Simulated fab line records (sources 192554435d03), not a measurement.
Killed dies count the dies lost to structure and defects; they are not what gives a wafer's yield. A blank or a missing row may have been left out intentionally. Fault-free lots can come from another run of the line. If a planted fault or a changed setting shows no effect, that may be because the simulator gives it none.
Split-lot study / flow n5-finfet / route with 1938 steps; 7 lots, 21 wafers read

ON THE SPLIT
At N5_WELL_APT_EXPOSE_05 (exposes mask NWELL, defocus 0 nm, target cd 200 nm), the setting dose-mj was moved away from the recipe's 20.3 on 8 of the 21 wafers read, by -5.6% to +5.2%. All remaining wafers had this setting at the recipe value.

FROM THE SPLIT TO THE READING: what the file shows between them, 3 steps
- N5_WELL_APT_PEB_06: peb time 90 s
- N5_WELL_APT_DEVELOP_07: develop time 45 s
- N5_WELL_APT_HARDBAKE_12: time 120 s

THE READING
At N5_WELL_APT_CD_MEAS_08: cd-nm in nanometres, against a target cd of 200 nm. Fault-free wafers of this fab line usually give 199.6 nm, standard deviation 1.8 nm.

wafer=L081.2; tool, chamber at the split=krf-scanner-01, 0; dose-mj as run=20.3; against the recipe=recipe; cd-nm, nm=201.0; against lot-mates on the recipe=-
wafer=L081.3; tool, chamber at the split=krf-scanner-01, 0; dose-mj as run=20.3; against the recipe=recipe; cd-nm, nm=199.4; against lot-mates on the recipe=-
wafer=L081.4; tool, chamber at the split=krf-scanner-01, 0; dose-mj as run=20.3; against the recipe=recipe; cd-nm, nm=199.5; against lot-mates on the recipe=-
wafer=L082.1; tool, chamber at the split=krf-scanner-02, 0; dose-mj as run=19.16; against the recipe=-5.6%; cd-nm, nm=191.3; against lot-mates on the recipe=-10.4
wafer=L082.4; tool, chamber at the split=krf-scanner-02, 0; dose-mj as run=19.16; against the recipe=-5.6%; cd-nm, nm=193.9; against lot-mates on the recipe=-7.8
wafer=L082.5; tool, chamber at the split=krf-scanner-02, 0; dose-mj as run=20.3; against the recipe=recipe; cd-nm, nm=201.7; against lot-mates on the recipe=-
wafer=L083.1; tool, chamber at the split=krf-scanner-02, 0; dose-mj as run=20.3; against the recipe=recipe; cd-nm, nm=198.5; against lot-mates on the recipe=-
wafer=L083.4; tool, chamber at the split=krf-scanner-02, 0; dose-mj as run=20.3; against the recipe=recipe; cd-nm, nm=196.9; against lot-mates on the recipe=-
wafer=L083.6; tool, chamber at the split=krf-scanner-02, 0; dose-mj as run=20.3; against the recipe=recipe; cd-nm, nm=198.9; against lot-mates on the recipe=-
wafer=L089.2; tool, chamber at the split=krf-scanner-02, 0; dose-mj as run=20.3; against the recipe=recipe; cd-nm, nm=198.3; against lot-mates on the recipe=-
wafer=L089.3; tool, chamber at the split=krf-scanner-02, 0; dose-mj as run=21.34; against the recipe=+5.1%; cd-nm, nm=208.8; against lot-mates on the recipe=+10.8
wafer=L089.6; tool, chamber at the split=krf-scanner-02, 0; dose-mj as run=20.3; against the recipe=recipe; cd-nm, nm=197.8; against lot-mates on the recipe=-
wafer=L092.4; tool, chamber at the split=krf-scanner-02, 0; dose-mj as run=21.19; against the recipe=+4.4%; cd-nm, nm=207.0; against lot-mates on the recipe=+11.8
wafer=L092.5; tool, chamber at the split=krf-scanner-02, 0; dose-mj as run=20.3; against the recipe=recipe; cd-nm, nm=195.2; against lot-mates on the recipe=-
wafer=L092.6; tool, chamber at the split=krf-scanner-02, 0; dose-mj as run=21.19; against the recipe=+4.4%; cd-nm, nm=206.3; against lot-mates on the recipe=+11.1
wafer=L093.1; tool, chamber at the split=krf-scanner-01, 0; dose-mj as run=20.3; against the recipe=recipe; cd-nm, nm=203.1; against lot-mates on the recipe=-
wafer=L093.3; tool, chamber at the split=krf-scanner-01, 0; dose-mj as run=20.3; against the recipe=recipe; cd-nm, nm=199.9; against lot-mates on the recipe=-
wafer=L093.5; tool, chamber at the split=krf-scanner-01, 0; dose-mj as run=20.91; against the recipe=+3.0%; cd-nm, nm=207.8; against lot-mates on the recipe=+6.3
wafer=L094.2; tool, chamber at the split=krf-scanner-02, 0; dose-mj as run=20.3; against the recipe=recipe; cd-nm, nm=201.4; against lot-mates on the recipe=-
wafer=L094.4; tool, chamber at the split=krf-scanner-02, 0; dose-mj as run=21.35; against the recipe=+5.2%; cd-nm, nm=206.7; against lot-mates on the recipe=+5.3
wafer=L094.6; tool, chamber at the split=krf-scanner-02, 0; dose-mj as run=21.35; against the recipe=+5.2%; cd-nm, nm=205.8; against lot-mates on the recipe=+4.4

FIT RESULTS
A straight line over all 21 wafers: cd-nm changes by +1.46 nm for each +1% of dose-mj; r = +0.91; the points scatter about the line by 2.1 nm.
The same after taking each lot's own level away (the mean of its wafers on the recipe; 21 wafers): +1.7 nm for each +1%; r = +0.93; scatter 2.1 nm.
Per that fit: largest dose-mj move, reading shift of 9.5 nm.
From 195.20 to 201.70 nm: that is the span of the lots' own levels, equal to 3.6 times the standard deviation above.
Thus the slope moves with the lot-to-lot level: the two fits are different.
Check: for one of the wafers moved furthest among these (-5.6%), held out of the fit, the line's prediction against its lot-mates is -8.95 nm. It came out at -10.4 nm against them.

THESE WAFERS: OTHER SPLITS
Other splits were also applied to these wafers ahead of the reading. Each is held against what the fit with the lots' levels taken away leaves over:
other split on the same wafers=N5_WELL_APT_COAT_02 spin-rpm; wafers away from the commonest value=4; r with cd-nm (lot level and that fit taken away)=+0.21

THE WHOLE CHAIN: every reading that the file lists as answering this split, in the file's order
step=N5_WELL_APT_CD_MEAS_08; what it does=target cd 200 nm; reading=cd-nm; change (the file's fit)=+1.78 nm for each +1% of the setting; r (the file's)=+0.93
step=N5_WELL_APT_DESCUM_13; what it does=chemistry O2, time 7.9 s; reading=WELL_APT.cd-nm (the simulator's own value, which no gauge read); change (the file's fit)=+1.79 nm for each +1% of the setting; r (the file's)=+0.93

FILE'S OWN FIT
cd-nm changes by +1.78 nm for each +1% of dose-mj, r = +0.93.
